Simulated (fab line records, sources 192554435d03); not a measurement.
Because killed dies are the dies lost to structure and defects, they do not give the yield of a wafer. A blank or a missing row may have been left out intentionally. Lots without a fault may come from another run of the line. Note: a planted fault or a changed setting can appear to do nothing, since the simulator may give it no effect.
Split-lot trial | flow n5_finfet | 21 wafers read across 7 lots, on a route 1938 steps long

== THE SPLIT ==
At N5_BEOL_M8_COAT_05 (resist thk 90 nm), the setting spin_rpm was moved away from the recipe's 1500 rpm on 6 of the 21 wafers read, by -10.6% to +9.5%. For the rest of the wafers, this setting stayed at what the recipe calls for.

== FROM THE SPLIT TO THE READING: what the file shows between them, 5 steps ==
- N5_BEOL_M8_EBR_07
- N5_BEOL_M8_SOFTBAKE_06: time 60 s
- N5_BEOL_M8_EXPOSE_08: exposes mask M8
- N5_BEOL_M8_PEB_09: peb time 60 s
- N5_BEOL_M8_DEVELOP_10: develop time 30 s

== THE READING ==
CAR-ArF_of_BEOL_M8_COAT_05.thk_nm (the simulator's own value, which no gauge read), in nm, at N5_BEOL_M8_DESCUM_16 (chemistry O2, time 7.9 s). There is no usual value for it anywhere in the file. The 15 wafers here that ran the recipe average 83.6 nm, standard deviation 0.33 nm.

wafer  | tool, chamber at the split | spin_rpm as run, rpm | against the recipe | CAR-ArF_of_BEOL_M8_COAT_05.thk_nm, nm | against lot-mates on the recipe
L081.1 | litho_track-03, 0          | 1500                 | recipe             | 84                                    | -
L081.3 | litho_track-03, 0          | 1500                 | recipe             | 83.6                                  | -
L081.4 | litho_track-03, 0          | 1500                 | recipe             | 83.6                                  | -
L080.2 | litho_track-02, 0          | 1500                 | recipe             | 83                                    | -
L080.3 | litho_track-02, 0          | 1500                 | recipe             | 83.4                                  | -
L080.5 | litho_track-02, 0          | 1500                 | recipe             | 83.8                                  | -
L082.1 | litho_track-03, 0          | 1500                 | recipe             | 84                                    | -
L082.3 | litho_track-03, 0          | 1586                 | +5.7%              | 81.4                                  | -2.5
L082.4 | litho_track-03, 0          | 1500                 | recipe             | 83.8                                  | -
L083.1 | litho_track-01, 0          | 1500                 | recipe             | 83.4                                  | -
L083.4 | litho_track-01, 0          | 1500                 | recipe             | 83.4                                  | -
L083.6 | litho_track-01, 0          | 1500                 | recipe             | 83.4                                  | -
L088.3 | litho_track-01, 0          | 1439                 | -4.1%              | 85.2                                  | +2.0
L088.4 | litho_track-01, 0          | 1439                 | -4.1%              | 85.6                                  | +2.4
L088.5 | litho_track-01, 0          | 1500                 | recipe             | 83.2                                  | -
L093.2 | litho_track-03, 0          | 1500                 | recipe             | 83.2                                  | -
L093.4 | litho_track-03, 0          | 1500                 | recipe             | 83.4                                  | -
L093.5 | litho_track-03, 0          | 1643                 | +9.5%              | 79.2                                  | -4.1
L094.1 | litho_track-02, 0          | 1341                 | -10.6%             | 89.4                                  | +5.2
L094.2 | litho_track-02, 0          | 1500                 | recipe             | 84.2                                  | -
L094.5 | litho_track-02, 0          | 1341                 | -10.6%             | 89                                    | +4.8

THE FIT
A straight line over all 21 wafers: CAR-ArF_of_BEOL_M8_COAT_05.thk_nm changes by -0.491 nm for each +1% of spin_rpm; r = -0.99; the points scatter about the line by 0.37 nm.
The same after taking each lot's own level away (the mean of its wafers on the recipe; 21 wafers): -0.462 nm for each +1%; r = -0.99; scatter 0.22 nm.
Per that fit: largest spin_rpm move, reading shift of 4.9 nm.
From 83.20 to 84.20 nm: that is the span of the lots' own levels, equal to 3.0 times the standard deviation above.
The two slopes agree, so the slope changes little with the lot-to-lot level.
Check: for one of the wafers moved furthest among these (-10.6%), held out of the fit, the line's prediction against its lot-mates is +4.86 nm. It came out at +5.2 nm against them.

== ADDITIONAL SPLITS CARRIED BY THESE WAFERS ==
Other splits were also applied to these wafers ahead of the reading. Each is held against what the fit with the lots' levels taken away leaves over:
other split on the same wafers    | wafers away from the commonest value | r with CAR-ArF_of_BEOL_M8_COAT_05.thk_nm (lot level and that fit taken away)
N5_BEOL_M6_ETCH_62 bias_w         | 8                                    | -0.39
N5_BEOL_M6_COAT_71 spin_rpm       | 9                                    | -0.08
N5_BEOL_M7_HM_DEP_02 target_thk_a | 7                                    | +0.13
N5_BEOL_M7_COAT_05 spin_rpm       | 8                                    | -0.08

== THE WHOLE CHAIN: every reading that the file lists as answering this split, in the file's order ==
step                  | what it does             | reading                                                                            | change (the file's fit)               | r (the file's)
N5_BEOL_M8_COAT_05    | resist thk 90 nm         | CAR-ArF_of_BEOL_M8_COAT_05.thk_nm (the simulator's own value, which no gauge read) | -0.469 nm for each +1% of the setting | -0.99
N5_BEOL_M8_DEVELOP_10 | develop time 30 s        | CAR-ArF_of_BEOL_M8_COAT_05.thk_nm (the simulator's own value, which no gauge read) | -0.449 nm for each +1% of the setting | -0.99
N5_BEOL_M8_DESCUM_16  | chemistry O2, time 7.9 s | CAR-ArF_of_BEOL_M8_COAT_05.thk_nm (the simulator's own value, which no gauge read) | -0.457 nm for each +1% of the setting | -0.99

== FILE'S OWN FIT ==
CAR-ArF_of_BEOL_M8_COAT_05.thk_nm changes by -0.457 nm for each +1% of spin_rpm, r = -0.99.
